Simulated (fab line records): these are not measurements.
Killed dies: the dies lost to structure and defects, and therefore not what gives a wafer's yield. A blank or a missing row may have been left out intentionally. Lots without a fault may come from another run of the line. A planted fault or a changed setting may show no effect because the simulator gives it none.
Comparing a struck lot with a sound one ; flow n5 finfet ; 16 out of 1938 route steps
Sound: wafers L619.1, L619.3, L619.6. Wafers L635.4, L635.5, L635.6 were the ones struck. The cause is named last.
Each step with rows lists, per side, the tool, then ch with its chambers, then its first start. Under that, the readings that differ: sound wafers ; struck wafers ; difference of the means ; sigmas: that difference in standard deviations of wafers without a fault.
alike: a reading whose means differ by less than 2 such deviations, as well as words and numbers matching on both sides. not compared: withheld readings; readings where some wafer has no value; bounds like >300 that might hide an equal value; numbers whose values overlap and for which the record gives no deviation.
A row with sigmas, a row that says differs or no value, or rows on one side alone: a step with any of these is where the two part. Numbers that don't overlap but have no deviation are shown without sigmas and don't part them. A reading that every wafer of one side lacks parts them only if that side has two wafers or more.

first, 9 steps without rows for these wafers: N5_MOL_CONTACT_COAG_DEVELOP_07 (develop time 30 s); N5_MOL_CONTACT_COAG_DESCUM_13 (chemistry O2, time 7 s); N5_MOL_CONTACT_COAG_ETCH_59 (etches underlayer in N2/H2, target depth 13 nm, time 10.4 s); N5_MOL_CONTACT_COAG_ETCH_105 (etches SiARC in CF4, target depth 15.6 nm, time 26 s); N5_MOL_CONTACT_COAG_ETCH_106 (etches SOC in N2/H2, target depth 80 nm, overetch 16 nm, time 120 s); N5_MOL_CONTACT_COAG_STRIP_107 (strips in N2/H2); N5_MOL_CONTACT_COAG_STRIP_108 (strips in N2/H2); N5_MOL_CONTACT_COAG_CONTACT_ETCH_14 (etches SiO2 in C4F6/O2, target depth 27.5 nm, overetch 8.5 nm, time 20 s); N5_MOL_CONTACT_COAG_STRIP_109 (strips in C4F6/O2).
N5_MOL_CONTACT_COAG_ETCH_15: etches SiNx in CH3F/O2, stops on Si:P, target depth 7 nm.
  sound on rie diel-04 ch 1,2,3, day 5 03:36; struck on rie diel-02 ch 1,2, day 8 20:41
  no value came back on the struck wafers for any of 7 readings (CH3F_flow_sccm (sccm), O2_flow_sccm (sccm) and others); on the sound wafers CH3F_flow_sccm (sccm) reads 29.90 30.03 30.01
reading;sound;struck;difference;sigmas
model.SOC_of_MOL_CONTACT_COAG_COAT_103.thk nm (nm);75.2 75.2 75;78.8 78.6 78.8;+3.6;
  not compared: rf hours counter h
N5_MOL_CONTACT_COAG_ETCH_110: etches Si in CF4/O2, target depth 2.5 nm, time 8 s.
  sound on rie diel-04 ch 1,2,3, day 5 03:40; struck on rie diel-02 ch 1,2, day 8 20:45
reading;sound;struck;difference;sigmas
model.SOC_of_MOL_CONTACT_COAG_COAT_103.thk nm (nm);73.8 73.6 73.4;77.2 77 77.2;+3.5;
  alike: O2_flow_sccm, bias w, drypump motor current A, oes product au, rf vpp V, showerhead plenum p Torr, throttle valve pct
  not compared: rf hours counter h
then, 1 step without rows for these wafers: N5_MOL_CONTACT_COAG_STRIP_98 (strips in N2/H2).
N5_MOL_CONTACT_COAG_CD_MEAS_99 targets a cd of 17.2 nm.
  struck on cd sem-02, day 8 20:52; sound on cd sem-01, day 5 03:47
reading;sound;struck;difference;sigmas
cd nm (nm);16.69 17.17 17.00;- - -;no value on the struck wafers;
next, for these wafers, 1 step has no rows: N5_MOL_CONTACT_COAG_IMPLANT_129.
N5_BEOL_M4_RC_MEAS_101:
  the record has rows for the sound wafers here (prober-01 ch 0, day 9 18:02) and none for the struck ones
-- the record jumps here: 12 days lie between the struck wafers' starts before and after (it left off in module BEOL_M4 and takes up again in module PASSIVATION, whose first step shown is number 1936 of the route) --
N5_PASSIVATION_PROBE_49:
  rows exist in the record for the struck wafers here (prober-01, day 21 05:41), but not for the sound ones

WHERE THEY PART
First at N5_MOL_CONTACT_COAG_ETCH_15; last, within this record, at N5_PASSIVATION_PROBE_49.

WHY: what had been put in by the simulator
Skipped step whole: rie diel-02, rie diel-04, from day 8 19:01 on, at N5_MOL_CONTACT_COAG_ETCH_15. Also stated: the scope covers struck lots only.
